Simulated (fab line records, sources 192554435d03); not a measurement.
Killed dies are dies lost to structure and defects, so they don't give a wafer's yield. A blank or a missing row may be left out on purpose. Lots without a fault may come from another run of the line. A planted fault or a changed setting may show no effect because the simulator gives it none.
fab line records | flow n5_finfet
record lots=11 wafers=29 last_day=17
route steps=1938 shown BEOL_M0_SAQP@639 BEOL_M4@1111 PASSIVATION@1936
lots that met no fault: from a run of the same line without faults
start_h: hours from the record's first day to the start of the lot's first wafer shown | wait_h: hours since the lot's step before | " the same as in the row above | L1.1+2: a row that stands for several wafers | - no value, or no start given | * or withheld: withheld | < > ~ a bound
route shown NAME@n: a module of which the file shows steps, and the number in the route of the first | usual: mean/standard deviation of fault-free wafers | same: alike in all rows | chamber/n: place in a boat | sites: the reading at each site | _std_site: their standard deviation | _edge_site: outer sites' mean less inner sites' | radius_mm: how far each site lies from the wafer's centre | mask NAME#n: copy n | behind: the tool/chamber that last shaped the wafer | hold: why the lot was held/for how many hours/how that ended | device: the transistor (n, p or np) that didn't switch | end of line: the same wafers' tests at the end of the route | a step without rows: its recipe alone | killed: dies lost to structure and defects at the first sort, not the wafer's yield | map: a wafer's dies, x killed, . not, _ none there
set.NAME: the setting as run; set.NAME@STEP: as run at that earlier step | model.NAME: the simulator's own value behind a step, which no gauge read
steps of the route over a sample of lots; a table a step, a row a wafer
services: from which hour (start_h, from the record's first day; less than 0 if before it) a tool's chamber was out of use, for how many hours, and why
## steps
# step N5_BEOL_M0_SAQP_THK_MEAS_05
# usual thk_nm=59.7/1.1
# columns lot.wafer tool chamber start_h wait_h thk_nm
L298.2 film_metro-01 - 116.52 0.1 59.4
L298.5 " - " " 59.0
L298.6 " - " " 60.9
L299.3 film_metro-01 - 119.71 0.1 60.3
L299.4 " - " " 60.9
L297.1 film_metro-01 - 132.22 0.1 59.0
L297.3 " - " " 60.0
L297.5 " - " " 60.0
L310.1 film_metro-02 - 191.23 0.1 61.7
L310.5 " - " " 62.1
L310.6 " - " " 60.8
L311.4 film_metro-01 - 193.46 0.0 59.7
L311.5 " - " " 61.6
L311.6 " - " " 61.1
L312.2 film_metro-01 - 197.94 0.1 59.6
L312.5 " - " " 60.2
L312.6 " - " " 60.7
L313.3 film_metro-01 - 205.81 0.1 59.3
L313.5 " - " " 60.8
L315.2 film_metro-01 - 213.75 0.1 59.8
L315.4 " - " " 61.2
L315.5 " - " " 62.1
L317.2 film_metro-01 - 224.60 0.1 58.0
L317.3 " - " " 58.1
L318.2 film_metro-01 - 237.30 0.1 58.7
L318.4 " - " " 62.1
L318.5 " - " " 60.2
L320.4 film_metro-01 - 245.32 0.0 61.0
L320.6 " - " " 60.4
# step N5_BEOL_M0_SAQP_CD_MEAS_14
# recipe target_cd_nm=42.5 landing_energy_ev=500 detector=se_inlens
# usual cd_nm=42.7/0.44
# columns lot.wafer tool chamber start_h wait_h cd_nm
L298.2 cd_sem-02 0 117.02 - 42.8
L298.5 " 0 " " 43.2
L298.6 " 0 " " 43.3
L299.3 cd_sem-03 0 120.20 - 42.8
L299.4 " 0 " " 42.4
L297.1 cd_sem-02 0 132.70 - 42.9
L297.3 " 0 " " 42.5
L297.5 " 0 " " 43.1
L310.1 cd_sem-03 0 191.74 - 41.7
L310.5 " 0 " " 42.3
L310.6 " 0 " " 41.7
L311.4 cd_sem-03 0 193.95 - 42.6
L311.5 " 0 " " 42.8
L311.6 " 0 " " 43.1
L312.2 cd_sem-02 0 198.42 - 42.6
L312.5 " 0 " " 42.2
L312.6 " 0 " " 43.1
L313.3 cd_sem-03 0 206.29 - 43.1
L313.5 " 0 " " 42.8
L315.2 cd_sem-03 0 214.11 - 42.5
L315.4 " 0 " " 42.6
L315.5 " 0 " " 42.7
L317.2 cd_sem-03 0 225.09 - 43.1
L317.3 " 0 " " 42.4
L318.2 cd_sem-03 0 237.79 - 42.2
L318.4 " 0 " " 43.3
L318.5 " 0 " " 42.7
L320.4 cd_sem-03 0 245.80 - 42.8
L320.6 " 0 " " 42.6
# step N5_BEOL_M0_SAQP_ETCH_101
# recipe chemistry=CH3F/O2 target=SiNx mask_material=SiO2 target_depth_a=299 time_s=42.7 pressure_mtorr=30 source_w=395 bias_w=73 Ar_flow_sccm=150 CH3F_flow_sccm=30 O2_flow_sccm=20 ion_energy_ev=120
# usual CH3F_flow_sccm=30.00/0.085 O2_flow_sccm=20.00/0.055 drypump_motor_current_A=5.9/0.58 oes_o_777_au=0.81/0.087 oes_product_au=0.80/0.081 rf_fwd_power_W=393.0/1.2 rf_vpp_V=296/8.5 showerhead_plenum_p_Torr=1.99/0.067 throttle_valve_pct=16.23/0.24
# columns lot.wafer tool chamber start_h wait_h CH3F_flow_sccm O2_flow_sccm drypump_motor_current_A oes_o_777_au oes_product_au rf_fwd_power_W rf_hours_counter_h rf_vpp_V showerhead_plenum_p_Torr throttle_valve_pct
L298.2 rie_diel-01 2 119.50 0.2 29.94 20.09 6.8 0.78 0.80 394.7 106 301 1.92 15.90
L298.5 " 1 " " 30.07 20.02 6.4 0.91 0.90 392.8 - 283 2.06 16.45
L298.6 " 2 " " 30.11 20.07 6.8 0.78 0.81 394.1 - 301 1.92 15.91
L299.3 rie_diel-01 2 122.22 0.0 29.90 19.98 6.8 0.79 0.80 394.6 107 300 1.92 15.89
L299.4 " 1 " " 30.00 19.94 6.4 0.91 0.89 392.5 24 282 2.05 16.46
L297.1 rie_diel-04 1 134.54 0.1 29.94 20.06 5.0 0.97 0.90 393.5 17 292 2.05 16.27
L297.3 " 3 " " 30.09 20.02 6.6 0.83 0.81 392.2 117 297 1.92 16.05
L297.5 " 3 " " 29.93 19.94 6.6 0.83 0.81 392.7 - 296 1.92 16.04
L310.1 rie_diel-01 3 193.48 0.0 - - - - - - - - - -
L310.5 " 1 " " - - - - - - - - - -
L310.6 " 0 " " - - - - - - - - - -
L311.4 rie_diel-02 3 195.73 0.1 - - - - - - - - - -
L311.5 " 3 " " - - - - - - - - - -
L311.6 " 0 " " - - - - - - - - - -
L312.2 rie_diel-04 3 200.71 0.0 - - - - - - - - - -
L312.5 " 2 " " - - - - - - - - - -
L312.6 " 3 " " - - - - - - - - - -
L313.3 rie_diel-01 3 207.98 0.0 29.96 19.99 6.3 0.73 0.73 393.8 188 293 1.98 16.11
L313.5 " 3 " " 30.00 19.96 6.3 0.73 0.71 395.0 - 293 1.98 16.11
L315.2 rie_diel-04 2 215.83 0.0 30.03 20.00 5.7 0.73 0.71 392.2 179 301 1.90 16.19
L315.4 " 0 " " 30.10 19.99 6.1 0.70 0.72 392.9 184 319 2.07 16.45
L315.5 " 0 " " 30.07 20.04 6.1 0.70 0.73 392.6 - 316 2.07 16.46
L317.2 rie_diel-01 0 227.43 0.3 29.94 19.89 5.1 0.84 0.86 392.2 51 299 1.94 15.95
L317.3 " 3 " " 30.15 20.02 6.3 0.72 0.71 393.1 194 292 1.98 16.12
L318.2 rie_diel-04 0 240.84 0.0 30.01 20.01 6.1 0.70 0.71 394.1 192 316 2.07 16.47
L318.4 " 3 " " 30.17 20.10 6.7 0.80 0.79 394.5 151 298 1.91 16.11
L318.5 " 0 " " 30.00 20.02 6.1 0.70 0.71 395.2 - 317 2.07 16.47
L320.4 rie_diel-01 2 247.84 0.2 30.23 20.07 6.8 0.76 0.76 392.7 - 300 1.91 15.96
L320.6 " 0 " " 30.00 19.99 5.1 0.83 0.86 393.9 - 301 1.94 15.97
# step N5_BEOL_M0_SAQP_SPACER2_ALD_26
# recipe material=SiO2 target_thk_a=150 temp_c=300 ald_precursor_family=BDEAS ald_co_reactant=O2-plasma pulse_time_s=1 purge_time_s=2 co_reactant_purge_time_s=2 pressure_torr=2
# usual heater_power_w=468/68 precursor_pulse_height_rel=1.002/0.018
# same pulse_time_s=1
# columns lot.wafer tool chamber start_h wait_h heater_power_w precursor_pulse_height_rel
L298.2 ald_sin-02 3 120.53 0.1 508 0.972
L298.5 " 2 " " 483 1.003
L298.6 " 1 " " 460 1.027
L299.3 ald_sin-04 0 123.95 0.6 434 1.001
L299.4 " 1 " " 426 0.986
L297.1 ald_sin-01 1 135.70 0.1 482 0.981
L297.3 " 2 " " 608 1.011
L297.5 " 0 " " 345 1.012
L310.1 ald_sin-01 1 194.46 0.1 477 1.002
L310.5 " 1 " " 478 1.009
L310.6 " 0 " " 353 1.007
L311.4 ald_sin-02 1 198.07 1.4 483 1.022
L311.5 " 0 " " 445 0.980
L311.6 " 3 " " 508 0.990
L312.2 ald_sin-04 2 201.72 0.1 558 0.986
L312.5 " 0 " " 415 1.016
L312.6 " 1 " " 431 0.976
L313.3 ald_sin-02 0 208.96 0.1 441 1.005
L313.5 " 0 " " 441 0.978
L315.2 ald_sin-01 1 216.80 0.1 486 0.983
L315.4 " 2 " " 607 0.990
L315.5 " 3 " " 465 1.011
L317.2 ald_sin-01 3 228.68 0.1 460 0.989
L317.3 " 2 " " 609 0.980
L318.2 ald_sin-04 2 241.85 0.1 561 0.990
L318.4 " 3 " " 447 1.044
L318.5 " 2 " " 553 1.003
L320.4 ald_sin-02 0 249.19 0.2 445 0.979
L320.6 " 1 " " 479 1.001
# step N5_BEOL_M4_RC_MEAS_101
# usual DIBL_N=36.9/2.1 DIBL_P=37.1/2.5 IOFF_N=0.17/0.039 IOFF_P=0.23/0.043 ION_N=673/15 ION_P=462/9.1 SS_N=71.8/0.69 SS_P=73.6/0.74 VT_N=250/3.6 VT_P=-249.7/2.9
# columns lot.wafer tool chamber start_h wait_h DIBL_N[mV/V] DIBL_P[mV/V] IOFF_N[nA/um] IOFF_P[nA/um] ION_N[uA/um] ION_P[uA/um] SS_N[mV/dec] SS_P[mV/dec] VT_N[mV] VT_P[mV]
L298.2 prober-02 0 177.83 0.2 35.1 37.0 0.16 0.24 691 474 71.2 74.0 251 -247.6
L298.5 " 0 " " 36.0 36.9 0.15 0.23 666 459 71.7 73.6 253 -248.0
L298.6 " 0 " " 34.3 35.4 0.14 0.20 674 464 71.2 73.3 249 -248.0
L299.3 prober-02 0 181.22 0.3 40.9 43.9 0.29 0.35 703 476 72.5 75.0 241 -245.6
L299.4 " 0 " " 39.4 41.2 0.23 0.29 682 461 72.1 74.2 245 -245.4
L297.1 prober-01 0 185.58 0.0 37.9 37.0 0.18 0.19 674 447 71.8 73.2 248 -249.9
L297.3 " 0 " " 39.5 40.3 0.22 0.23 687 456 71.9 74.3 247 -250.1
L297.5 " 0 " " 37.5 36.5 0.16 0.17 664 444 72.2 73.8 253 -252.8
L313.3 prober-01 0 272.69 0.3 38.7 39.0 0.19 0.24 689 465 72.4 72.8 246 -249.5
L313.5 " 0 " " 40.3 41.2 0.20 0.27 695 474 72.6 73.8 246 -246.3
L315.2 prober-01 0 279.56 0.2 34.4 34.4 0.12 0.16 665 450 71.6 73.0 254 -251.9
L315.4 " 0 " " 37.2 37.1 0.17 0.19 671 457 71.5 73.6 249 -252.1
L315.5 " 0 " " 38.1 38.7 0.19 0.22 687 462 71.6 73.9 246 -250.4
L317.2 prober-02 0 284.01 0.2 35.4 36.7 0.15 0.21 682 469 71.2 73.3 250 -251.0
L317.3 " 0 " " 37.2 37.4 0.17 0.22 679 463 71.5 74.3 250 -249.4
L318.2 prober-01 0 299.57 0.2 35.2 35.2 0.16 0.24 658 459 71.6 73.2 249 -246.8
L318.4 " 0 " " 33.2 32.6 0.13 0.19 666 464 71.5 72.3 252 -248.8
L318.5 " 0 " " 35.0 34.3 0.17 0.21 649 453 72.1 72.9 250 -248.8
L320.4 prober-01 0 302.64 0.5 34.0 35.0 0.15 0.20 686 473 71.6 73.2 247 -249.2
L320.6 " 0 " " 39.7 42.6 0.27 0.35 712 485 73.2 75.6 242 -245.4
# step N5_PASSIVATION_PROBE_49
# usual defect_limited_yield=91.3/1.4 killed_at_M0_to_M3=32/9.5 killed_at_M4_up=14/5.2 killed_at_contacts=13/5.7 killed_at_front_end=41/12 killed_at_other=3.5/2.6 killed_dies=103/17 killed_on_rim=14/4 killed_open=68/14 killed_short=32/7 sort_bin_4_leakage=0.01/0.051 sort_bin_5_function=5.0/0.91 sort_bin_6_memory=3.3/0.7 sort_bin_8_speed=0.03/0.22 sort_n_pass=1076/17 sort_yield_pct=91.2/1.4
# same gross_dies=1180 killed_at_back_side=0
# columns lot.wafer tool chamber start_h wait_h defect_limited_yield[%] killed_at_M0_to_M3 killed_at_M4_up killed_at_contacts killed_at_front_end killed_at_other killed_dies killed_on_rim killed_open killed_short sort_bin_4_leakage[%] sort_bin_5_function[%] sort_bin_6_memory[%] sort_bin_8_speed[%] sort_n_pass sort_yield_pct[%]
L310.1 prober-01 - 355.51 0.0 0 1123 8 4 43 2 1180 152 50 30 0 97.4 2.4 0 0 0
L310.5 prober-01 - 355.71 0.2 0 1133 14 4 27 2 1180 152 53 31 0 96.9 2.9 0 0 0
L310.6 prober-01 - 355.76 0.3 0 1119 7 12 40 2 1180 152 52 29 0 97.0 2.5 0 0 0
L312.2 prober-01 - 358.78 0.1 0 1125 11 16 27 1 1180 152 57 26 0 96.9 2.9 0 0 0
L312.5 prober-01 - 358.93 0.2 0 1119 18 13 29 1 1180 152 59 31 0 96.9 2.9 0 0 0
L312.6 prober-01 - 358.98 0.3 0 1112 17 15 34 2 1180 152 56 33 0 96.9 2.9 0 0 0
L311.4 prober-02 - 359.39 0.2 0 1100 13 21 40 6 1180 152 77 38 0 95.3 4.2 0 0 0
L311.5 prober-02 - 359.44 0.2 0 1082 11 21 59 7 1180 152 82 52 0 94.7 4.8 0 0 0
L311.6 prober-02 - 359.49 0.3 0 1106 22 8 40 4 1180 152 58 27 0 97.4 2.3 0 0 0
# killed by level:class
L310.1 BEOL_M0_SAQP:area_etch=1099 FIN_SAQP:geometric_particle:short=12 FIN_SAQP:geometric_particle:open=8 STI_FIN_REVEAL:geometric_particle:open=7 BEOL_M0_SAQP:geometric_particle:open=6 BEOL_M3:geometric_particle:open=6 DUMMY_GATE:geometric_particle:open=5 BEOL_M2:geometric_particle:open=4
L310.5 BEOL_M0_SAQP:area_etch=1095 BEOL_M2:geometric_particle:open=9 BEOL_M3:geometric_particle:open=9 BEOL_M0_SAQP:geometric_particle:open=7 BEOL_M4:geometric_particle:open=6 FIN_SAQP:geometric_particle:short=4 STI_FIN_REVEAL:geometric_particle:open=4 GATE_CUT:geometric_particle:short=4
L310.6 BEOL_M0_SAQP:area_etch=1096 FIN_SAQP:geometric_particle:short=14 FIN_SAQP:geometric_particle:open=11 MOL_CONTACT_COAG:geometric_particle:open=9 DUMMY_GATE:geometric_particle:open=5 BEOL_M2:geometric_particle:open=5 BEOL_M1:geometric_particle:open=4 GATE_CUT:geometric_particle:short=3
L312.2 BEOL_M0_SAQP:area_etch=1097 MOL_CONTACT_COAG:geometric_particle:open=13 FIN_SAQP:geometric_particle:open=6 BEOL_M1:geometric_particle:open=6 BEOL_M4:geometric_particle:open=5 ILD0:geometric_particle:open=5 BEOL_M3:geometric_particle:open=5 FIN_SAQP:geometric_particle:short=4
L312.5 BEOL_M0_SAQP:area_etch=1090 MOL_CONTACT_COAG:geometric_particle:open=11 BEOL_M3:geometric_particle:open=7 BEOL_M4:geometric_particle:short=7 FIN_SAQP:geometric_particle:open=6 BEOL_M0_SAQP:geometric_particle:open=6 BEOL_M4:geometric_particle:open=5 DUMMY_GATE:geometric_particle:open=4
L312.6 BEOL_M0_SAQP:area_etch=1091 MOL_CONTACT_COAG:geometric_particle:open=13 BEOL_M0_SAQP:geometric_particle:short=6 BEOL_M4:geometric_particle:short=6 FIN_SAQP:geometric_particle:open=5 FIN_SAQP:geometric_particle:short=4 STI_FIN_REVEAL:geometric_particle:open=4 DUMMY_GATE:geometric_particle:short=4
L311.4 BEOL_M0_SAQP:area_etch=1064 MOL_CONTACT_COAG:geometric_particle:open=20 BEOL_M0_SAQP:geometric_particle:short=14 FIN_SAQP:geometric_particle:open=9 GATE_CUT:geometric_particle:open=8 BEOL_M0:geometric_particle:open=7 BEOL_M4:geometric_particle:open=7 GATE_CUT:geometric_particle:short=6
L311.5 BEOL_M0_SAQP:area_etch=1046 MOL_CONTACT_COAG:geometric_particle:open=14 FIN_SAQP:geometric_particle:open=13 FIN_SAQP:geometric_particle:short=12 GATE_CUT:geometric_particle:short=8 BEOL_M0_SAQP:geometric_particle:short=8 BEOL_M0_SAQP:geometric_particle:open=8 BEOL_M2:geometric_particle:open=8
L311.6 BEOL_M0_SAQP:area_etch=1095 BEOL_M4:geometric_particle:open=16 FIN_SAQP:geometric_particle:open=13 GATE_CUT:geometric_particle:short=6 STI_FIN_REVEAL:geometric_particle:open=5 FIN_SAQP:geometric_particle:short=4 ILD0:geometric_particle:open=4 MOL_CONTACT_COAG:geometric_particle:short=4
## services
# columns tool chamber start_h hours kind
ald_sin-01 - 99.25 14.6 pm
ald_sin-01 0 99.25 - clean
ald_sin-01 1 99.25 - clean
ald_sin-01 2 99.25 - clean
ald_sin-01 3 99.25 - clean
rie_diel-02 2 102.90 - clean
rie_diel-02 2 102.90 - consumable_replace:focus_ring
rie_diel-02 2 102.90 - consumable_replace:showerhead
rie_diel-04 2 114.20 1.9 repair
rie_diel-04 - 131.63 0.8 repair
rie_diel-04 0 132.51 11.9 repair
rie_diel-02 1 156.55 15.9 repair
rie_diel-01 3 165.35 3.0 repair
ald_sin-02 - 176.82 14.0 pm
ald_sin-02 0 176.82 14.0 vent_cycle
ald_sin-02 1 176.82 14.0 vent_cycle
ald_sin-02 2 176.82 14.0 vent_cycle
ald_sin-02 3 176.82 14.0 vent_cycle
ald_sin-02 0 190.82 - clean
ald_sin-02 1 190.82 - clean
ald_sin-02 2 190.82 - clean
ald_sin-02 3 190.82 - clean
ald_sin-02 - 192.50 2.8 pm
rie_diel-01 2 220.07 16.1 repair
## key
first_sign step=N5_BEOL_M0_SAQP_ETCH_101 reading=tool_record direction=missing
effect step=N5_PASSIVATION_PROBE_49 reading=killed_at_M0_to_M3 direction=up sigmas=99+ usual=32 struck=1113
more_kills_born_at N5_BEOL_M0_SAQP_ETCH_101@rie_diel-01=3288 N5_BEOL_M0_SAQP_ETCH_101@rie_diel-04=3276 N5_BEOL_M0_SAQP_ETCH_101@rie_diel-02=3190
met_at N5_BEOL_M0_SAQP_ETCH_101
struck_lots L310,L311,L312
later_rows_left_out L310.1,L310.5,L310.6,L311.4,L311.5,L311.6,L312.2,L312.5,L312.6
not_acting_at N5_BEOL_M0_SAQP_THK_MEAS_05,N5_BEOL_M0_SAQP_CD_MEAS_14,N5_BEOL_M0_SAQP_SPACER2_ALD_26
onset_between 134.54 193.48
fault kind=skipped_step_whole tool=rie_diel-01,rie_diel-02,rie_diel-04 chamber=- onset_h=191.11 steps=N5_BEOL_M0_SAQP_ETCH_101 scope=struck_lots_only
# later_rows_left_out: the simulator's readings of these wafers behind a module that went badly wrong aren't trusted and aren't shown, but for the sort
